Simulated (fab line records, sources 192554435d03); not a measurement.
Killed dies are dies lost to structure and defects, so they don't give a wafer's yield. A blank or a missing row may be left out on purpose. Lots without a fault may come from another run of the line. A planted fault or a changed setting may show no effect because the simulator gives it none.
Chamber matching | flow n5_finfet | N5_BEOL_M7_ALD_77 on ald_metal-01: 4 sister chambers
The step deposits TaN, target thk 2 nm, pulse time 2 s, purge time 3 s. 4 wafers are shown with their chamber, then 7 later ones without.

WAFERS WITH THEIR CHAMBER
wafer  | chamber | heater_power_w (W)
L089.2 | 3       | 384
L089.4 | 1       | 342
L092.1 | 2       | 349
L092.2 | 0       | 430

WAFERS WITHOUT THEIR CHAMBER
wafer  | heater_power_w (W)
L092.4 | 373
L093.1 | 326
L093.3 | 428
L093.4 | 428
L097.1 | 346
L097.4 | 337
L097.6 | 346

WHICH CHAMBER EACH WENT THROUGH
wafer  | from the rows above     | in truth
L092.4 | can't be placed: 3 or 2 | 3
L093.1 | can't be placed: 1 or 2 | 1
L093.3 | 0                       | 0
L093.4 | 0                       | 0
L097.1 | can't be placed: 2 or 1 | 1
L097.4 | can't be placed: 1 or 2 | 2
L097.6 | can't be placed: 2 or 1 | 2
Placed correctly: 2 of 7. Can't be placed from these rows: 5 (the true chamber is among the candidates in 5). Placed wrongly: 0.
How it was worked out, from the rows above alone: a wafer's distance from a chamber is the root of the sum, over the readings, of the square of ((its reading less the chamber's mean) divided by the reading's scatter). The wafer belongs to the nearest chamber; if the next one is less than 2 further off, it can't be placed. A chamber's mean is the mean of its shown wafers. The scatter: with one shown wafer a chamber, the root of the mean of the squares of how far each hidden wafer lies from its nearest shown one.
